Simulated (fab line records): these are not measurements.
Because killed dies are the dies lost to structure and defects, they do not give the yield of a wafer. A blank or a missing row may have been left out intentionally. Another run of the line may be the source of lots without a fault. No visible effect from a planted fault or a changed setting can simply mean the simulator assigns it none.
Matching of chambers	flow n5 finfet	rie diel-02 running N5_BEOL_M0_SAQP_ETCH_84: 4 sister chambers
The step etches SOC in N2/H2, target depth 100 nm, overetch 20 nm, time 150 s. 20 wafers are shown with their chamber, then 10 later ones without.

WAFERS WITH THEIR CHAMBER
wafer	chamber	showerhead plenum p Torr (Torr)	drypump motor current A (A)	throttle valve pct (%)
L076.1	0	2.63	5.7	18.15
L076.2	1	2.50	6.4	17.77
L076.3	3	2.42	4.9	18.08
L076.4	2	2.56	5.8	18.11
L076.5	0	2.63	5.7	18.14
L076.6	3	2.42	4.9	18.09
L077.2	1	2.50	6.3	17.79
L077.4	0	2.63	5.7	18.14
L077.5	0	2.63	5.7	18.17
L078.1	1	2.50	6.4	17.79
L078.3	2	2.56	5.9	18.09
L078.4	0	2.63	5.7	18.15
L080.2	3	2.42	4.9	18.09
L080.3	1	2.50	6.4	17.79
L080.6	0	2.63	5.7	18.15
L083.4	1	2.50	6.3	17.81
L083.5	0	2.63	5.7	18.17
L083.6	1	2.50	6.4	17.80
L089.4	2	2.55	5.9	18.13
L089.5	0	2.62	5.7	17.72

SIGNATURES, as means of the wafers listed above
reading	chamber 0	chamber 1	chamber 2	chamber 3	scatter within a chamber
showerhead plenum p Torr	2.6288	2.5000	2.5567	2.4200	0.0031
drypump motor current A	5.700	6.367	5.867	4.900	0.0354
throttle valve pct	18.0987	17.7917	18.1100	18.0867	0.102
Rule: a wafer's distance from a chamber is the root of the sum, over the readings, of the square of ((its reading less the chamber's mean) divided by the reading's scatter). If the next closest chamber is less than 2 further off than the closest, the wafer can't be placed; otherwise it belongs to the closest. The scatter: take each reading less its chamber's mean, square it, sum over the shown wafers, divide by the number of wafers less the number of chambers, and take the root.

WAFERS WITH NO CHAMBER GIVEN
wafer	showerhead plenum p Torr (Torr)	drypump motor current A (A)	throttle valve pct (%)
L089.6	2.41	4.9	18.13
L092.2	2.54	5.8	18.15
L092.3	2.62	5.7	17.73
L092.6	2.41	4.9	18.15
L093.2	2.62	5.7	17.72
L093.3	2.49	6.3	17.40
L093.5	2.62	5.7	17.73
L096.1	2.40	4.9	18.17
L096.2	2.49	6.3	17.41
L096.5	2.49	6.4	17.41

WHICH CHAMBER EACH ONE RAN IN
wafer	from the rows above	in truth
L089.6	3	3
L092.2	2	2
L092.3	0	0
L092.6	3	3
L093.2	0	0
L093.3	1	1
L093.5	0	0
L096.1	3	3
L096.2	1	1
L096.5	1	1
Correct placement for 10 of the 10. Left unplaced by these rows: 0. Number placed wrongly: 0.
